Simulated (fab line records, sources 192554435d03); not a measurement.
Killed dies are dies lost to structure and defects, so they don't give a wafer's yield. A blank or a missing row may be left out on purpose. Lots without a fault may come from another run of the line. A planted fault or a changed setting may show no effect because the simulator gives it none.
Which tool did it? | flow n5_finfet | 22 lots, 66 wafers sampled, at 6 steps of a route of 1938

WHAT THE GAUGES READ, wafer by wafer
The record holds no reading of a measuring or inspecting step that can be judged against a usual standard deviation.

WHICH TOOL RAN EACH LOT (tool, then ch and the chambers of the sampled wafers, then the start)
lot  | N5_ILD0_CMP_12               | N5_HKMG_FIN_STRIP_93              | N5_HKMG_FIN_ETCH_31                | N5_HKMG_FIN_STRIP_92               | N5_HKMG_FIN_ALD_21                  | N5_GATE_CUT_VAPOR_ETCH_60
L074 | cmp-04 ch 0,1,3, day 3 14:16 | rie_diel-03 ch 1,2,3, day 3 23:23 | rie_diel-01 ch 1,2, day 4 02:40    | rie_diel-01 ch 1,2, day 4 03:05    | ald_metal-03 ch 0,1,2, day 4 06:11  | rie_metal-03 ch 0,1, day 4 07:43
L075 | cmp-04 ch 2,3, day 3 22:34   | rie_diel-04 ch 0,1,3, day 4 08:32 | rie_diel-01 ch 1,2,3, day 4 11:13  | rie_diel-01 ch 1,2,3, day 4 11:38  | ald_metal-01 ch 0,1,3, day 4 14:22  | rie_metal-01 ch 0,1, day 4 15:54
L076 | cmp-04 ch 0,3, day 4 06:29   | rie_diel-01 ch 1,2,3, day 4 14:59 | rie_diel-04 ch 0,2, day 4 17:40    | rie_diel-04 ch 0,2, day 4 18:05    | ald_metal-03 ch 1,2, day 4 20:47    | rie_metal-03 ch 0,1, day 4 22:19
L077 | cmp-03 ch 0,3, day 4 11:34   | rie_diel-03 ch 0,1, day 4 18:51   | rie_diel-03 ch 0,1,2, day 4 21:51  | rie_diel-03 ch 0,1,2, day 4 22:16  | ald_metal-01 ch 0,1,3, day 5 01:00  | rie_metal-01 ch 0,1, day 5 02:31
L079 | cmp-01 ch 0,2, day 5 00:44   | rie_diel-03 ch 1,3, day 5 08:04   | rie_diel-01 ch 1,2,3, day 5 10:38  | rie_diel-01 ch 1,2,3, day 5 11:03  | ald_metal-03 ch 0,1,2, day 5 13:45  | rie_metal-03 ch 0,1, day 5 15:16
L080 | cmp-03 ch 0,1,2, day 5 07:16 | rie_diel-04 ch 0,1, day 5 14:13   | rie_diel-04 ch 0,3, day 5 16:55    | rie_diel-04 ch 0,3, day 5 17:20    | ald_metal-03 ch 1,3, day 5 20:11    | rie_metal-01 ch 0,1, day 5 21:48
L081 | cmp-04 ch 1,2,3, day 5 12:02 | rie_diel-03 ch 0,1,2, day 5 19:21 | rie_diel-04 ch 0,2, day 6 11:54    | rie_diel-04 ch 0,2, day 6 12:19    | ald_metal-04 ch 1,2, day 6 15:32    | rie_metal-02 ch 0,1, day 6 17:04
L082 | cmp-03 ch 1,3, day 5 23:03   | rie_diel-01 ch 0,1,2, day 6 12:02 | rie_diel-04 ch 1,2, day 6 15:10    | rie_diel-04 ch 1,2, day 6 15:35    | ald_metal-03 ch 1,3, day 6 18:16    | rie_metal-01 ch 0,1, day 6 19:48
L083 | cmp-01 ch 2,3, day 6 06:31   | rie_diel-01 ch 0,1,3, day 6 15:06 | rie_diel-03 ch 1,2, day 6 18:01    | rie_diel-03 ch 1,2, day 6 18:26    | ald_metal-01 ch 0,2,3, day 6 21:11  | rie_metal-03 ch 0,1, day 6 22:46
L084 | cmp-01 ch 1,2,3, day 6 07:32 | rie_diel-03 ch 0,1,2, day 6 14:56 | rie_diel-01 ch 0,2, day 6 17:38    | rie_diel-01 ch 0,2, day 6 18:02    | ald_metal-03 ch 0,1,2, day 6 20:44  | rie_metal-02 ch 0,1, day 6 22:21
L085 | cmp-04 ch 0,2,3, day 6 17:20 | rie_diel-04 ch 1,2,3, day 7 01:24 | rie_diel-03 ch 1,2, day 7 04:00    | rie_diel-03 ch 1,2, day 7 04:25    | ald_metal-01 ch 0,1, day 7 07:10    | rie_metal-01 ch 0,1, day 7 08:41
L086 | cmp-01 ch 0,1, day 7 00:31   | rie_diel-04 ch 0,2,3, day 7 08:20 | rie_diel-04 ch 0,2, day 7 10:58    | rie_diel-04 ch 0,2, day 7 11:23    | ald_metal-01 ch 0,3, day 7 14:04    | rie_metal-02 ch 0,1, day 7 15:35
L087 | cmp-01 ch 0,1,3, day 7 03:26 | rie_diel-04 ch 0,2,3, day 7 10:37 | rie_diel-01 ch 0,1,3, day 7 13:20  | rie_diel-01 ch 0,1,3, day 7 13:45  | ald_metal-01 ch 2,3, day 7 16:40    | rie_metal-03 ch 0,1, day 7 18:11
L088 | cmp-01 ch 0,2, day 7 07:29   | rie_diel-03 ch 1,2, day 7 14:58   | rie_diel-03 ch 2,3, day 7 17:51    | rie_diel-03 ch 2,3, day 7 18:16    | ald_metal-03 ch 2,3, day 7 20:57    | rie_metal-03 ch 0,1, day 7 22:28
L089 | cmp-03 ch 0,1,3, day 7 13:09 | rie_diel-04 ch 0,1,2, day 7 20:23 | rie_diel-04 ch 1,2,3, day 7 23:08  | rie_diel-04 ch 1,2,3, day 7 23:32  | ald_metal-01 ch 0,1,2, day 8 02:16  | rie_metal-01 ch 0,1, day 8 03:52
L090 | cmp-01 ch 0,1,3, day 8 01:34 | rie_diel-03 ch 0,2,3, day 8 10:13 | rie_diel-04 ch 0,1,2, day 8 13:09  | rie_diel-04 ch 0,1,2, day 8 13:34  | ald_metal-04 ch 0,2,3, day 8 16:16  | rie_metal-01 ch 0,1, day 8 17:47
L091 | cmp-01 ch 1,3, day 8 09:02   | rie_diel-03 ch 0,2,3, day 8 20:18 | rie_diel-03 ch 0,2,3, day 8 23:32  | rie_diel-03 ch 0,2,3, day 8 23:56  | ald_metal-03 ch 2,3, day 9 02:42    | rie_metal-02 ch 0,1, day 9 04:15
L093 | cmp-01 ch 0,2,3, day 8 21:44 | rie_diel-01 ch 1,2, day 9 05:46   | rie_diel-04 ch 0,1,2, day 9 08:38  | rie_diel-04 ch 0,1,2, day 9 09:03  | ald_metal-01 ch 0,2,3, day 9 12:02  | rie_metal-03 ch 0,1, day 9 13:33
L094 | cmp-04 ch 1,2,3, day 8 22:53 | rie_diel-03 ch 2,3, day 9 06:23   | rie_diel-03 ch 0,2, day 9 09:23    | rie_diel-03 ch 0,2, day 9 09:47    | ald_metal-04 ch 0,1,2, day 9 12:40  | rie_metal-03 ch 0,1, day 9 14:44
L095 | cmp-03 ch 0,3, day 9 02:53   | rie_diel-03 ch 0,3, day 9 10:43   | rie_diel-01 ch 0,1, day 9 13:34    | rie_diel-01 ch 0,1, day 9 13:59    | ald_metal-04 ch 2,3, day 9 16:52    | rie_metal-01 ch 0, day 9 18:26
L096 | cmp-01 ch 1,2, day 9 11:32   | rie_diel-01 ch 0,2, day 9 19:11   | rie_diel-01 ch 0,1,3, day 9 21:59  | rie_diel-01 ch 0,1,3, day 9 22:24  | ald_metal-03 ch 0,3, day 10 01:28   | rie_metal-02 ch 0,1, day 10 03:04
L097 | cmp-04 ch 1,2,3, day 9 16:44 | rie_diel-01 ch 0,1,3, day 9 23:49 | rie_diel-01 ch 0,1,2, day 10 02:47 | rie_diel-01 ch 0,1,2, day 10 03:12 | ald_metal-04 ch 0,1,2, day 10 05:54 | rie_metal-02 ch 0,1, day 10 07:25
- N5_ILD0_CMP_12: polishes SiNx, stops on poly-Si, t overpolish 6 s, target thk 17.67 nm.
- N5_HKMG_FIN_STRIP_93: strips SOC in N2/H2, time 20 s.
- N5_HKMG_FIN_ETCH_31: etches SiARC in CF4, target depth 45.5 nm, time 75.8 s.
- N5_HKMG_FIN_STRIP_92: strips SOC in N2/H2, time 20 s.
- N5_HKMG_FIN_ALD_21: deposits TiN, target thk 1.5 nm, pulse time 1 s, purge time 3 s.
- N5_GATE_CUT_VAPOR_ETCH_60: etches HfO2 in BCl3/Cl2.

WHAT THE TOOLS THEMSELVES READ (means of the sampled wafers that have a number; where no wafer has one, the mark that the record gives instead)
N5_ILD0_CMP_12. Usual: head_pressure_psi 2.500 psi, standard deviation 0.0054; motor_current_A 9.3 A, standard deviation 0.94; overpolish_run_s 6.000 s, standard deviation 0.0083; time_to_endpoint_s 29.0 s, standard deviation 1.9.
lot  | tool   | head_pressure_psi (psi) | motor_current_A (A) | overpolish_run_s (s) | time_to_endpoint_s (s) | flag
L074 | cmp-04 | 2.501                   | 9.2                 | 5.999                | 30.3                   |
L075 | cmp-04 | 2.505                   | 8.5                 | 6.002                | 27.3                   |
L076 | cmp-04 | 2.500                   | 8.8                 | 6.005                | 26.6                   |
L077 | cmp-03 | 2.496                   | 9.6                 | 5.999                | 28.2                   |
L079 | cmp-01 | 2.498                   | 10.2                | 5.997                | 29.3                   |
L080 | cmp-03 | 2.500                   | 8.2                 | 6.005                | 28.8                   |
L081 | cmp-04 | 2.497                   | 9.4                 | 5.996                | 28.9                   |
L082 | cmp-03 | 2.509                   | 9.4                 | 6.006                | 28.6                   |
L083 | cmp-01 | 2.494                   | 9.7                 | 6.002                | 28.2                   |
L084 | cmp-01 | 2.502                   | 9.8                 | 6.007                | 28.2                   |
L085 | cmp-04 | 2.499                   | 8.5                 | 6.008                | 27.9                   |
L086 | cmp-01 | 2.499                   | 10.2                | 6.001                | 28.3                   |
L087 | cmp-01 | 2.496                   | 9.5                 | 5.998                | 30.5                   |
L088 | cmp-01 | 2.503                   | 10.0                | 5.998                | 28.6                   |
L089 | cmp-03 | 2.502                   | 9.2                 | 5.996                | 30.7                   |
L090 | cmp-01 | 2.501                   | 10.1                | 6.001                | 32.3                   |
L091 | cmp-01 | 2.500                   | 9.8                 | 5.995                | 29.3                   |
L093 | cmp-01 | 2.499                   | 9.6                 | 6.002                | 30.7                   |
L094 | cmp-04 | 2.500                   | 9.4                 | 5.995                | 29.1                   |
L095 | cmp-03 | 2.502                   | 9.6                 | 6.002                | 31.7                   |
L096 | cmp-01 | 2.503                   | 10.2                | 6.004                | 29.5                   |
L097 | cmp-04 | 2.500                   | 9.3                 | 5.998                | 30.4                   |

N5_HKMG_FIN_STRIP_93. Usual: drypump_motor_current_A 5.9 A, standard deviation 0.4; oes_product_au 0.74 a.u., standard deviation 0.061; rf_vpp_V 54.3 V, standard deviation 0.88; showerhead_plenum_p_Torr 3.38 Torr, standard deviation 0.079; throttle_valve_pct 19.24 %, standard deviation 0.27.
lot  | tool        | drypump_motor_current_A (A) | oes_product_au (a.u.) | rf_vpp_V (V) | showerhead_plenum_p_Torr (Torr) | throttle_valve_pct (%) | flag
L074 | rie_diel-03 | 6.0                         | 0.73                  | 54.3         | 3.34                            | 19.21                  |
L075 | rie_diel-04 | 5.7                         | 0.75                  | 54.7         | 3.40                            | 19.46                  |
L076 | rie_diel-01 | 6.2                         | 0.81                  | 53.9         | 3.38                            | 19.28                  |
L077 | rie_diel-03 | 5.8                         | 0.70                  | 54.1         | 3.38                            | 19.42                  |
L079 | rie_diel-03 | 6.1                         | 0.71                  | 55.1         | 3.32                            | 19.23                  |
L080 | rie_diel-04 | 5.5                         | 0.73                  | 55.1         | 3.39                            | 19.44                  |
L081 | rie_diel-03 | 5.8                         | 0.70                  | 54.7         | 3.38                            | 19.21                  |
L082 | rie_diel-01 | 6.4                         | 0.81                  | 54.0         | 3.43                            | 19.23                  |
L083 | rie_diel-01 | 6.4                         | 0.85                  | 55.1         | 3.44                            | 19.25                  |
L084 | rie_diel-03 | 5.8                         | 0.70                  | 54.8         | 3.38                            | 19.22                  |
L085 | rie_diel-04 | 5.7                         | 0.74                  | 54.1         | 3.39                            | 19.44                  |
L086 | rie_diel-04 | 5.5                         | 0.71                  | 54.3         | 3.33                            | 19.40                  |
L087 | rie_diel-04 | 5.5                         | 0.71                  | 53.8         | 3.33                            | 19.39                  |
L088 | rie_diel-03 | 5.9                         | 0.70                  | 54.7         | 3.34                            | 19.25                  |
L089 | rie_diel-04 | 5.4                         | 0.74                  | 53.9         | 3.39                            | 19.41                  |
L090 | rie_diel-03 | 5.8                         | 0.70                  | 53.8         | 3.37                            | 19.00                  |
L091 | rie_diel-03 | 5.8                         | 0.70                  | 54.1         | 3.37                            | 19.00                  |
L093 | rie_diel-01 | 6.4                         | 0.73                  | 53.8         | 3.34                            | 19.45                  |
L094 | rie_diel-03 | 5.9                         | 0.69                  | 54.2         | 3.33                            | 19.04                  |
L095 | rie_diel-03 | 6.0                         | 0.68                  | 54.4         | 3.35                            | 19.01                  |
L096 | rie_diel-01 | 6.3                         | 0.82                  | 53.5         | 3.49                            | 19.10                  |
L097 | rie_diel-01 | 6.4                         | 0.80                  | 54.8         | 3.42                            | 19.29                  |

N5_HKMG_FIN_ETCH_31. Usual: drypump_motor_current_A 5.9 A, standard deviation 0.42; etch_rf_on_time_s 76.2 s, standard deviation 1.2; oes_product_au 0.64 a.u., standard deviation 0.058; rf_vpp_V 184.3 V, standard deviation 0.96; showerhead_plenum_p_Torr 2.16 Torr, standard deviation 0.047; throttle_valve_pct 15.72 %, standard deviation 0.14.
lot  | tool        | drypump_motor_current_A (A) | etch_rf_on_time_s (s) | oes_product_au (a.u.) | rf_vpp_V (V) | showerhead_plenum_p_Torr (Torr) | throttle_valve_pct (%) | flag
L074 | rie_diel-01 | 6.1                         | 75.9                  | 0.67                  | 184.9        | 2.15                            | 15.55                  |
L075 | rie_diel-01 | 6.2                         | 75.3                  | 0.70                  | 184.2        | 2.16                            | 15.62                  |
L076 | rie_diel-04 | 5.3                         | 77.0                  | 0.62                  | 183.7        | 2.13                            | 15.67                  |
L077 | rie_diel-03 | 5.8                         | 77.1                  | 0.61                  | 184.7        | 2.16                            | 15.75                  |
L079 | rie_diel-01 | 6.2                         | 74.6                  | 0.69                  | 184.4        | 2.16                            | 15.63                  |
L080 | rie_diel-04 | 5.9                         | 77.4                  | 0.60                  | 183.8        | 2.12                            | 15.69                  |
L081 | rie_diel-04 | 5.2                         | 76.9                  | 0.62                  | 184.1        | 2.13                            | 15.78                  |
L082 | rie_diel-04 | 5.5                         | 75.2                  | 0.66                  | 185.1        | 2.20                            | 15.83                  |
L083 | rie_diel-03 | 5.9                         | 78.3                  | 0.60                  | 183.9        | 2.13                            | 15.82                  |
L084 | rie_diel-01 | 6.1                         | 74.9                  | 0.70                  | 183.9        | 2.20                            | 15.52                  |
L085 | rie_diel-03 | 5.9                         | 77.3                  | 0.60                  | 184.2        | 2.12                            | 15.83                  |
L086 | rie_diel-04 | 5.2                         | 76.0                  | 0.62                  | 183.9        | 2.13                            | 15.79                  |
L087 | rie_diel-01 | 6.4                         | 75.4                  | 0.71                  | 184.7        | 2.19                            | 15.71                  |
L088 | rie_diel-03 | 6.0                         | 76.6                  | 0.60                  | 183.4        | 2.12                            | 15.75                  |
L089 | rie_diel-04 | 5.6                         | 77.1                  | 0.62                  | 184.3        | 2.16                            | 15.83                  |
L090 | rie_diel-04 | 5.4                         | 75.7                  | 0.62                  | 184.2        | 2.16                            | 15.80                  |
L091 | rie_diel-03 | 5.8                         | 77.4                  | 0.59                  | 184.0        | 2.14                            | 15.72                  |
L093 | rie_diel-04 | 5.4                         | 76.3                  | 0.62                  | 183.7        | 2.16                            | 15.82                  |
L094 | rie_diel-03 | 5.7                         | 77.3                  | 0.59                  | 184.5        | 2.15                            | 15.75                  |
L095 | rie_diel-01 | 6.6                         | 75.2                  | 0.65                  | 184.4        | 2.17                            | 15.83                  |
L096 | rie_diel-01 | 6.4                         | 75.4                  | 0.69                  | 184.3        | 2.19                            | 15.76                  |
L097 | rie_diel-01 | 6.3                         | 75.5                  | 0.66                  | 184.2        | 2.18                            | 15.71                  |

N5_HKMG_FIN_STRIP_92. Usual: drypump_motor_current_A 5.9 A, standard deviation 0.42; oes_product_au 0.75 a.u., standard deviation 0.068; rf_vpp_V 54.1 V, standard deviation 0.75; showerhead_plenum_p_Torr 3.38 Torr, standard deviation 0.075; throttle_valve_pct 19.27 %, standard deviation 0.24.
lot  | tool        | drypump_motor_current_A (A) | oes_product_au (a.u.) | rf_vpp_V (V) | showerhead_plenum_p_Torr (Torr) | throttle_valve_pct (%) | flag
L074 | rie_diel-01 | 6.2                         | 0.78                  | 54.3         | 3.38                            | 19.25                  |
L075 | rie_diel-01 | 6.2                         | 0.82                  | 53.9         | 3.39                            | 19.26                  |
L076 | rie_diel-04 | 5.3                         | 0.72                  | 53.2         | 3.34                            | 19.33                  |
L077 | rie_diel-03 | 5.8                         | 0.72                  | 53.6         | 3.39                            | 19.19                  |
L079 | rie_diel-01 | 6.2                         | 0.81                  | 54.6         | 3.38                            | 19.28                  |
L080 | rie_diel-04 | 5.9                         | 0.71                  | 53.5         | 3.32                            | 19.48                  |
L081 | rie_diel-04 | 5.2                         | 0.73                  | 54.3         | 3.34                            | 19.28                  |
L082 | rie_diel-04 | 5.5                         | 0.77                  | 55.0         | 3.46                            | 19.43                  |
L083 | rie_diel-03 | 5.9                         | 0.71                  | 54.2         | 3.35                            | 19.24                  |
L084 | rie_diel-01 | 6.1                         | 0.82                  | 54.0         | 3.44                            | 19.10                  |
L085 | rie_diel-03 | 5.9                         | 0.70                  | 53.7         | 3.34                            | 19.24                  |
L086 | rie_diel-04 | 5.3                         | 0.72                  | 54.2         | 3.34                            | 19.30                  |
L087 | rie_diel-01 | 6.4                         | 0.83                  | 54.0         | 3.44                            | 19.26                  |
L088 | rie_diel-03 | 6.1                         | 0.71                  | 54.3         | 3.32                            | 19.02                  |
L089 | rie_diel-04 | 5.6                         | 0.74                  | 54.2         | 3.39                            | 19.46                  |
L090 | rie_diel-04 | 5.4                         | 0.73                  | 53.6         | 3.39                            | 19.41                  |
L091 | rie_diel-03 | 5.8                         | 0.70                  | 54.0         | 3.37                            | 19.01                  |
L093 | rie_diel-04 | 5.4                         | 0.73                  | 54.6         | 3.38                            | 19.43                  |
L094 | rie_diel-03 | 5.7                         | 0.69                  | 54.3         | 3.38                            | 19.02                  |
L095 | rie_diel-01 | 6.6                         | 0.76                  | 53.9         | 3.40                            | 19.40                  |
L096 | rie_diel-01 | 6.4                         | 0.81                  | 54.9         | 3.43                            | 19.29                  |
L097 | rie_diel-01 | 6.3                         | 0.77                  | 53.8         | 3.41                            | 19.28                  |

N5_HKMG_FIN_ALD_21. Usual: heater_power_w 894 W, standard deviation 92; precursor_pulse_height_rel 1.000, standard deviation 0.02.
lot  | tool         | heater_power_w (W) | precursor_pulse_height_rel | flag
L074 | ald_metal-03 | 816                | 1.000                      |
L075 | ald_metal-01 | 913                | 0.987                      |
L076 | ald_metal-03 | 835                | 0.974                      |
L077 | ald_metal-01 | 909                | 0.990                      |
L079 | ald_metal-03 | 803                | 1.038                      |
L080 | ald_metal-03 | 891                | 1.009                      |
L081 | ald_metal-04 | 948                | 1.002                      |
L082 | ald_metal-03 | 955                | 1.004                      |
L083 | ald_metal-01 | 911                | 1.006                      |
L084 | ald_metal-03 | 802                | 0.995                      |
L085 | ald_metal-01 | 958                | 0.991                      |
L086 | ald_metal-01 | 910                | 0.977                      |
L087 | ald_metal-01 | 855                | 1.006                      |
L088 | ald_metal-03 | 886                | 1.003                      |
L089 | ald_metal-01 | 940                | 0.992                      |
L090 | ald_metal-04 | 859                | 0.995                      |
L091 | ald_metal-03 | 958                | 1.009                      |
L093 | ald_metal-01 | 899                | 0.992                      |
L094 | ald_metal-04 | 906                | 0.987                      |
L095 | ald_metal-04 | 797                | 1.011                      |
L096 | ald_metal-03 | 876                | 0.998                      |
L097 | ald_metal-04 | 913                | 1.014                      |

N5_GATE_CUT_VAPOR_ETCH_60. Usual: drypump_motor_current_A 5.8 A, standard deviation 0.43; he_backside_leak_sccm 3.34 sccm, standard deviation 0.27; oes_product_au 0.76 a.u., standard deviation 0.12.
lot  | tool         | drypump_motor_current_A (A) | he_backside_leak_sccm (sccm) | oes_product_au (a.u.) | flag
L074 | rie_metal-03 | 6.3                         | 3.16                         | 0.80                  |
L075 | rie_metal-01 | 5.3                         | 3.57                         | 0.66                  |
L076 | rie_metal-03 | 6.1                         | 3.42                         | 0.69                  |
L077 | rie_metal-01 | 5.4                         | 3.49                         | 0.68                  |
L079 | rie_metal-03 | 6.3                         | 3.33                         | 0.78                  |
L080 | rie_metal-01 | 5.4                         | 3.75                         | 0.66                  |
L081 | rie_metal-02 | 6.1                         | 3.22                         | 0.84                  |
L082 | rie_metal-01 | 5.4                         | 3.75                         | 0.65                  |
L083 | rie_metal-03 | 6.2                         | 3.13                         | 0.94                  |
L084 | rie_metal-02 | 6.0                         | 3.15                         | 0.76                  |
L085 | rie_metal-01 | 5.4                         | 3.71                         | 0.65                  |
L086 | rie_metal-02 | 5.9                         | 3.16                         | 0.77                  |
L087 | rie_metal-03 | 6.3                         | 3.09                         | 0.89                  |
L088 | rie_metal-03 | 6.3                         | 3.25                         | 0.88                  |
L089 | rie_metal-01 | 5.4                         | 3.52                         | 0.67                  |
L090 | rie_metal-01 | 5.3                         | 3.75                         | 0.64                  |
L091 | rie_metal-02 | 6.1                         | 3.32                         | 0.81                  |
L093 | rie_metal-03 | 6.3                         | 3.15                         | 0.87                  |
L094 | rie_metal-03 | 6.1                         | 3.20                         | 0.89                  |
L095 | rie_metal-01 | 5.5                         | 3.28                         | 0.69                  |
L096 | rie_metal-02 | 5.9                         | 3.14                         | 0.75                  |
L097 | rie_metal-02 | 6.1                         | 3.23                         | 0.80                  |

THE ANSWER, worked out from the rows above alone
Rule: a lot is off if the mean of its wafers that have a number lies more than 3 standard deviations from the usual mean. A lot without any number at a reading at which 4 lots or more have one is off too. The other lots that the step has rows for count as sound. The gauges are gone through in route order, then the tools' own readings, and for those a lot's mean is taken as printed above. The first step at which some lot is off is used, and at that step the reading that is off furthest; a lot without a number counts as furthest.
No lot is off at any reading shown: from this, nothing can be told.

WHAT THE SIMULATOR HAD PUT IN
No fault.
